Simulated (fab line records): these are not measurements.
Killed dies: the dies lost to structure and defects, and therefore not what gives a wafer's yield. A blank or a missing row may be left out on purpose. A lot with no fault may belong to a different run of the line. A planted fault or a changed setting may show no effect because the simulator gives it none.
Which of the tools did it?	flow nand harc	30 wafers from 10 lots sampled at 6 of the route's 1302 steps

== WHAT THE GAUGES READ, wafer by wafer ==
NHARC_A_CHANNEL_HOLE_D1_INSPECT_40.
lot	measured	on	raw defect count
L348	day 9 06:08	defect inspect-02	101 99 135
L347	day 9 06:32	defect inspect-02	59 48 61
L350	day 10 07:05	defect inspect-01	48 45 39
L351	day 11 02:58	defect inspect-01	88 105 90
L352	day 11 04:55	defect inspect-01	60 48 37
L354	day 12 08:21	defect inspect-01	42 38 31
L357	day 13 04:56	defect inspect-01	41 41 50
L361	day 14 19:59	defect inspect-02	46 51 53
L362	day 15 10:46	defect inspect-01	134 117 107
L365	day 16 11:14	defect inspect-01	42 726 43

NHARC_END_SORT_01.
lot	measured	on	killed at array	killed at other	killed at periphery	killed dies	killed open	killed short
L365	day 31 20:23	prober-01	49 103 55	0 2 1	0 1 3	49 106 59	4 4 3	0 3 3

== TOOL THAT RAN EACH LOT (tool first, then ch and the chambers of the sampled wafers, then the start) ==
lot	NHARC_A_CHANNEL_HOLE_D1_ETCH_38	NHARC_A_CHANNEL_HOLE_D1_ETCH_16	NHARC_A_CHANNEL_HOLE_D1_STRIP_27	NHARC_A_CHANNEL_FILL_D1_STRIP_28
L348	rie diel-10 ch 0,3, day 8 22:43	rie diel-10 ch 0,1, day 9 06:08 or earlier	rie diel-10 ch 0,1,2, day 9 06:08 or earlier	rie diel-07 ch 1,2, day 10 06:28
L347	rie diel-10 ch 0,2,3, day 8 22:58	rie diel-10 ch 0,2, day 9 06:32 or earlier	rie diel-11 ch 2,3, day 9 06:32 or earlier	rie diel-03 ch 0,2,3, day 10 06:29
L350	rie diel-10 ch 0,2,3, day 10 00:14	rie diel-10 ch 0,1,2, day 10 07:05 or earlier	rie diel-08 ch 0,1,3, day 10 07:05 or earlier	rie diel-03 ch 2,3, day 11 08:16
L351	rie diel-10 ch 1,2,3, day 10 20:10	rie diel-10 ch 0,1,2, day 11 02:58 or earlier	rie diel-08 ch 0,1,2, day 11 02:58 or earlier	rie diel-07 ch 0,2,3, day 12 04:34
L352	rie diel-10 ch 1,2,3, day 10 21:43	rie diel-10 ch 1,3, day 11 04:55 or earlier	rie diel-08 ch 1,2,3, day 11 04:55 or earlier	rie diel-03 ch 0,1,3, day 12 04:34
L354	rie diel-10 ch 0,1,2, day 12 01:22	rie diel-10 ch 0,2, day 12 08:21 or earlier	rie diel-08 ch 0,1,2, day 12 08:21 or earlier	rie diel-03 ch 0,1, day 13 06:58
L357	rie diel-10 ch 0,1, day 12 22:08	rie diel-10 ch 2,3, day 13 04:56 or earlier	rie diel-10 ch 0,2, day 13 04:56 or earlier	rie diel-06 ch 1,3, day 14 05:15
L361	rie diel-11 ch 0,2, day 14 11:21	rie diel-11 ch 0,1,2, day 14 19:59 or earlier	rie diel-08 ch 2,3, day 14 19:59 or earlier	rie diel-06 ch 0,1,3, day 15 19:53
L362	rie diel-08 ch 0,2,3, day 15 03:07	rie diel-08 ch 0,1,3, day 15 10:46 or earlier	rie diel-08 ch 0,2, day 15 10:46 or earlier	rie diel-07 ch 2,3, day 16 11:26
L365	rie diel-10 ch 0,2, day 16 04:13	rie diel-10 ch 0,1,2, day 16 11:14 or earlier	rie diel-10 ch 1,2,3, day 16 11:14 or earlier	rie diel-03 ch 0,2,3, day 17 13:49
- NHARC_A_CHANNEL_HOLE_D1_ETCH_38: etches the open film in CF4, target depth 39 nm, time 65 s.
- NHARC_A_CHANNEL_HOLE_D1_ETCH_16: etches the open film in O2/COS, target depth 3100 nm, time 806 s.
- NHARC_A_CHANNEL_HOLE_D1_STRIP_27: strips in O2.
- NHARC_A_CHANNEL_FILL_D1_STRIP_28: strips in O2, time 20 s.

== AS READ BY THE TOOLS THEMSELVES (means over the sampled wafers that have a number; for cases with no such wafer, the mark the record gives instead) ==
NHARC_A_CHANNEL_HOLE_D1_ETCH_38.
lot	tool	cf4 flow sccm (sccm)	drypump motor current A (A)	oes product au (a.u.)	rf fwd power W (W)	rf vpp V (V)	showerhead plenum p Torr (Torr)	throttle valve pct (%)
L348	rie diel-10	150.3	6.0	1.007	297.7	151.5	1.79	13.276
L347	rie diel-10	150.2	5.8	1.002	297.1	151.5	1.78	13.284
L350	rie diel-10	149.9	5.8	0.999	297.4	151.4	1.78	13.278
L351	rie diel-10	149.8	5.8	1.009	297.7	151.6	1.81	13.279
L352	rie diel-10	150.0	5.8	0.998	296.9	151.1	1.80	13.286
L354	rie diel-10	150.0	5.6	0.997	296.4	152.5	1.77	13.289
L357	rie diel-10	150.0	5.5	1.010	296.5	150.8	1.75	13.286
L361	rie diel-11	150.1	6.2	1.016	295.4	151.8	1.80	13.282
L362	rie diel-08	150.3	5.6	0.998	297.4	150.2	1.76	13.292
L365	rie diel-10	150.3	5.6	0.999	297.5	151.3	1.76	13.287

NHARC_A_CHANNEL_HOLE_D1_ETCH_16.
lot	tool	cos flow sccm (sccm)	drypump motor current A (A)	oes product au (a.u.)	rf fwd power W (W)	rf vpp V (V)	showerhead plenum p Torr (Torr)	throttle valve pct (%)
L348	rie diel-10	19.95	5.62	1.009	500.8	314.1	3.14	28.328
L347	rie diel-10	20.00	5.58	1.000	500.7	313.3	3.08	28.342
L350	rie diel-10	19.96	5.61	0.990	499.5	315.0	3.13	28.323
L351	rie diel-10	19.96	5.60	0.997	499.7	314.7	3.13	28.325
L352	rie diel-10	19.98	6.02	1.015	501.6	315.8	3.21	28.330
L354	rie diel-10	19.98	5.57	0.999	497.7	313.4	3.08	28.335
L357	rie diel-10	19.96	5.98	0.998	501.4	315.2	3.20	28.337
L361	rie diel-11	20.01	5.71	1.009	499.4	315.3	3.16	28.327
L362	rie diel-08	19.96	5.61	1.005	497.2	314.8	3.17	28.334
L365	rie diel-10	19.99	5.61	0.997	499.8	314.4	3.12	28.334

NHARC_A_CHANNEL_HOLE_D1_STRIP_27.
lot	tool	drypump motor current A (A)	oes product au (a.u.)	rf vpp V (V)	showerhead plenum p Torr (Torr)	throttle valve pct (%)
L348	rie diel-10	5.61	1.005	58.5	3.53	17.037
L347	rie diel-11	5.29	1.016	59.4	3.72	17.034
L350	rie diel-08	5.63	0.995	58.4	3.60	17.037
L351	rie diel-08	5.52	0.993	57.0	3.59	17.027
L352	rie diel-08	5.67	1.000	57.9	3.56	17.044
L354	rie diel-08	5.51	1.001	58.3	3.59	17.032
L357	rie diel-10	5.60	0.997	57.9	3.48	17.040
L361	rie diel-08	5.69	0.984	57.6	3.48	17.040
L362	rie diel-08	5.44	0.997	57.6	3.55	17.035
L365	rie diel-10	5.80	0.998	57.4	3.59	17.034

NHARC_A_CHANNEL_FILL_D1_STRIP_28.
lot	tool	drypump motor current A (A)	oes product au (a.u.)	rf vpp V (V)	showerhead plenum p Torr (Torr)	throttle valve pct (%)
L348	rie diel-07	5.4	1.006	58.7	3.65	17.034
L347	rie diel-03	5.8	0.999	57.7	3.53	17.046
L350	rie diel-03	5.8	0.990	57.4	3.55	17.040
L351	rie diel-07	6.4	1.011	57.3	3.47	17.040
L352	rie diel-03	5.8	0.989	56.9	3.46	17.023
L354	rie diel-03	6.1	1.009	58.2	3.47	17.038
L357	rie diel-06	5.3	1.017	58.1	3.62	17.034
L361	rie diel-06	5.6	1.010	57.9	3.56	17.038
L362	rie diel-07	6.4	1.009	58.5	3.50	17.032
L365	rie diel-03	5.8	1.002	57.7	3.52	17.031

== THE ANSWER, worked out from the rows above alone ==
Rule: the usual values come from the lots themselves. Put in order of their means at a reading, lots are off if they are a third of the lots or fewer, leave a main group of 4 or more, and stand apart from it by a gap of 3 or more times the standard deviation of the main group's means; of several such gaps the widest counts. A main group is skipped when, at the precision printed for the reading in the tables above, its means are all equal. Also off: a lot with no number at a reading for which 4 or more lots have one. All remaining lots with rows at the step are treated as sound. The gauges are gone through in route order, then the tools' own readings, and for those a lot's mean is taken as printed above. The first step at which some lot is off is used, and at that step the reading that is off furthest; a lot without a number counts as furthest.
Off: L365 (NHARC_A_CHANNEL_HOLE_D1_INSPECT_40, raw defect count). The main group: mean 67, standard deviation 30.
If a tool, at a process step before that reading, ran all the lots that are off and no sound lot after the first of them, it fits. Those tools and the gauges at NHARC_A_CHANNEL_HOLE_D1_INSPECT_40 are tried in the same way. With no start given for some of its lots, NHARC_A_CHANNEL_HOLE_D1_ETCH_16 uses the hours and lot order of NHARC_A_CHANNEL_HOLE_D1_INSPECT_40. With no start given for some of its lots, NHARC_A_CHANNEL_HOLE_D1_STRIP_27 uses the hours and lot order of NHARC_A_CHANNEL_HOLE_D1_INSPECT_40. Can't be told from this: 2 tools fit, rie diel-10 at NHARC_A_CHANNEL_HOLE_D1_ETCH_38 and NHARC_A_CHANNEL_HOLE_D1_ETCH_16 and NHARC_A_CHANNEL_HOLE_D1_STRIP_27, defect inspect-01 at NHARC_A_CHANNEL_HOLE_D1_INSPECT_40.

== WHAT WAS PUT IN BY THE SIMULATOR ==
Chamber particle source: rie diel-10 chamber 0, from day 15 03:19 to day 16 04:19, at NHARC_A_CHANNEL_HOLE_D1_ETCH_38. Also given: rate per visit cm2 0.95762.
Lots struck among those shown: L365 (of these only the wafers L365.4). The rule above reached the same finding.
